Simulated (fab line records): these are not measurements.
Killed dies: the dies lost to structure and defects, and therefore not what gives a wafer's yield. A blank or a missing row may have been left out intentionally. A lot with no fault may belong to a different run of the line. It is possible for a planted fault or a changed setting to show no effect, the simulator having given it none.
Chamber matching    flow nandHarc    NHARC_A_STAIRCASE_ALD_420 on aldHk-03: 4 sister chambers
The step deposits SiO2, target thk 20 nm, pulse time 6 s, ald cycles 200. 24 wafers are shown with their chamber, then 12 later ones without.

WAFERS PAIRED WITH THEIR CHAMBERS
wafer   chamber  heaterPowerW (W)  precursorPulseHeightRel
L077.4  0        475               1.002
L077.5  1        466               0.994
L077.6  0        481               1.004
L078.1  1        466               0.979
L078.2  3        389               1.004
L078.5  1        463               0.994
L078.3  0        485               0.976
L078.4  2        431               0.973
L078.6  2        440               0.987
L079.1  0        488               1.028
L079.4  2        423               0.995
L079.5  0        470               1.012
L081.2  1        471               0.957
L081.3  2        419               0.988
L081.5  3        393               0.985
L083.1  2        433               0.986
L083.5  2        432               1.000
L083.6  3        387               0.967
L086.4  3        389               0.984
L086.5  0        479               0.959
L086.6  1        472               0.998
L091.2  3        394               1.008
L091.3  0        480               0.992
L091.5  2        427               0.980

SIGNATURES (means of the wafers above)
reading                  chamber 0  chamber 1  chamber 2  chamber 3  scatter within a chamber
heaterPowerW             479.71     467.60     429.29     390.40     5.46
precursorPulseHeightRel  0.99614    0.98440    0.98700    0.98960    0.0172
Rule: for a wafer and a chamber, the distance is found by dividing, reading by reading, the gap between the wafer's reading and the chamber's mean by the reading's scatter, squaring, summing and taking the root. If the next closest chamber is less than 2 further off than the closest, the wafer can't be placed; otherwise it belongs to the closest. How the scatter is found: for the shown wafers, subtract from each reading the mean of its chamber, square and add these, divide the total by (wafers less chambers), then take the root.

WAFERS WITH NO CHAMBER GIVEN
wafer   heaterPowerW (W)  precursorPulseHeightRel
L092.1  414               1.006
L092.2  480               1.035
L092.3  468               0.980
L092.4  404               0.978
L092.5  467               0.989
L092.6  398               1.055
L093.1  398               0.997
L093.3  480               1.033
L093.5  402               0.982
L096.4  465               0.986
L096.5  403               0.971
L096.6  486               1.020

CHAMBER TAKEN BY EACH
wafer    from the rows above       in truth
L092.1   can't be placed: 2 or 3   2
L092.2   can't be placed: 0 or 1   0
L092.3   1                         1
L092.4   3                         3
L092.5   1                         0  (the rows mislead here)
L092.6   3                         3
L093.1   3                         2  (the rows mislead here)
L093.3   can't be placed: 0 or 1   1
L093.5   3                         3
L096.4   1                         1
L096.5   3                         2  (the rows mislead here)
L096.6   0                         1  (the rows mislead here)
Placed correctly: 5 of 12. These rows do not allow placing 3 (true chamber among the candidates in 3). 4 placed wrongly.
